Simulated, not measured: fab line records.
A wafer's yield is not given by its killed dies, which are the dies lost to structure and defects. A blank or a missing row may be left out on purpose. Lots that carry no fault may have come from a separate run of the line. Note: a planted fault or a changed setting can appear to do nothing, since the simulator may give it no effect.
A lot that was struck, set against a sound lot	flow nand_harc	38 out of 1159 route steps
Sound: these wafers, L643.1, L643.3, L643.5. Struck: wafer L659.1 (L659.3, L659.4, from the same lot, were not struck and are left out); the cause is given at the end.
Per side, at each step with rows, come the tool, then ch with its chambers, and then its first start. Under that, the readings that differ: sound wafers	struck wafers	difference of the means	sigmas: that difference in standard deviations of wafers without a fault.
alike: a reading whose means differ by less than 2 such deviations, as well as words and numbers matching on both sides. not compared: withheld readings; readings where some wafer has no value; bounds like >300 that might hide an equal value; numbers whose values overlap and for which the record gives no deviation.
The two part at a step that has a row with sigmas, a row that says differs or no value, or rows on one side only. When numbers do not overlap yet have no deviation, they are printed without sigmas and do not part them. A reading that every wafer of one side lacks parts them only if that side has two wafers or more.

first, 7 steps without rows for these wafers: NHARC_A_STAIRCASE_COAT_435; NHARC_A_STAIRCASE_SOFTBAKE_436 (time 170 s); NHARC_A_STAIRCASE_EBR_437; NHARC_A_STAIRCASE_EXPOSE_438 (exposes mask STAIR REV); NHARC_A_STAIRCASE_PEB_439 (peb time 130 s); NHARC_A_STAIRCASE_DEVELOP_440 (time 140 s); NHARC_A_STAIRCASE_HARDBAKE_442 (time 140 s).
NHARC_A_STAIRCASE_DESCUM_443: chemistry O2, time 3 s.
  sound on rie_diel-06 ch 2,3, day 15 06:13; struck on rie_diel-13 ch 0, day 19 13:32
  alike: drypump_motor_current_A, oes_product_au, rf_vpp_V, showerhead_plenum_p_Torr, throttle_valve_pct
  not compared: rf_hours_counter_h
then, 1 step without rows for these wafers: NHARC_A_STAIRCASE_ETCH_444 (etches the open film in C4F8/O2, target depth 10200 nm, time 3400 s).
NHARC_A_STAIRCASE_STRIP_446: strips in O2.
  sound on plasma_asher-02 ch 0,1, day 15 08:35; struck on plasma_asher-02 ch 1, day 19 15:56
  alike: drypump_motor_current_A, heater_power_w
  not compared: rf_hours_counter_h
NHARC_A_STAIRCASE_STRIP_447: strips in SPM, time 900 s.
  sound on wet_bench-01 ch 4,5,7, day 15 08:53; struck on wet_bench-01 ch 7, day 19 16:14
  alike: bath_guard_temp_C
then, 9 steps without rows for these wafers: NHARC_A_STAIRCASE_PRECLEAN_448 (cleans in SC1); NHARC_A_STAIRCASE_SRD_449; NHARC_A_STAIRCASE_CMP_450 (polishes SiO2, target thk 200 nm); NHARC_A_STAIRCASE_CMP_152 (polishes); NHARC_A_STAIRCASE_SRD_154; NHARC_A_STAIRCASE_ETCH_403 (etches SiO2 in dHF, target depth 108.2 nm); NHARC_A_STAIRCASE_ETCHBACK_422 (etches the open film in CH3F/O2, target depth 40 nm, time 74.286 s); NHARC_A_STAIRCASE_ETCH_423 (etches SiO2 in dHF, target depth 30 nm); NHARC_A_STAIRCASE_ETCHBACK_157 (etches the open film in CH3F/O2, target depth 90 nm, time 167.14 s).
NHARC_A_STAIRCASE_STRIP_475: strips in O2, time 20 s.
  sound on rie_diel-13 ch 1,3; struck on rie_diel-13 ch 0
  alike: drypump_motor_current_A, oes_product_au, rf_vpp_V, showerhead_plenum_p_Torr, throttle_valve_pct
  not compared: rf_hours_counter_h
NHARC_A_STAIRCASE_DEP_471: deposits SiO2, target thk 100 nm.
  sound on pecvd-03 ch 1,2, day 15 10:42; struck on pecvd-02 ch 0, day 19 18:01
  alike: flow_sccm, heater_power_w, susceptor_temp_C, throttle_valve_pct
NHARC_A_STAIRCASE_CMP_472: polishes SiO2.
  sound on cmp-03 ch 1,2, day 15 10:59; struck on cmp-02 ch 0, day 19 18:15
reading	sound	struck	difference	sigmas
motor_current_A (A)	13.6 12.2 13.4	9.8	-3.3	-2
slurry_flow_ml_min	150.6 150.7 150.9	149.8	-0.9	-2
  alike: retaining_ring_pressure_frac
then, 12 steps without rows for these wafers: NHARC_A_STAIRCASE_SRD_474; NHARC_A_SGD_CUT_DEP_00 (deposits SiNx, target thk 50 nm); NHARC_A_SGD_CUT_DEHYDRATE_01 (time 120 s); NHARC_A_SGD_CUT_HMDS_02 (time 30 s); NHARC_A_SGD_CUT_COAT_56 (time 75 s); NHARC_A_SGD_CUT_COAT_57 (time 65 s); NHARC_A_SGD_CUT_COAT_03 (resist thk 90 nm); NHARC_A_SGD_CUT_SOFTBAKE_04 (time 55 s); NHARC_A_SGD_CUT_EBR_05; NHARC_A_SGD_CUT_EXPOSE_06 (exposes mask SGD); NHARC_A_SGD_CUT_PEB_07 (peb time 65 s); NHARC_A_SGD_CUT_DEVELOP_08 (develop time 35 s).
NHARC_A_SGD_CUT_CD_MEAS_09: target cd 100 nm.
  sound on cd_sem-03 ch 0, day 15 12:08; struck on cd_sem-02 ch 0, day 19 19:25
  alike: cd_nm
NHARC_A_SGD_CUT_OVL_MEAS_10:
  sound on overlay-01 at day 15 12:14; struck on overlay-02 at day 19 19:30
  alike: overlay_x_nm, overlay_y_nm
-- the record jumps here: 5 days lie between the struck wafers' starts before and after (it left off in module A_SGD_CUT and takes up again in module END, whose first step shown is number 1159 of the route) --
NHARC_END_SORT_01:
  the record has rows for the struck wafers here (prober-01 ch 0, day 24 20:04) and none for the sound ones

== WHERE THEY PART ==
First at NHARC_A_STAIRCASE_CMP_472; last, within this record, at NHARC_END_SORT_01.

WHY: what the simulator had put in
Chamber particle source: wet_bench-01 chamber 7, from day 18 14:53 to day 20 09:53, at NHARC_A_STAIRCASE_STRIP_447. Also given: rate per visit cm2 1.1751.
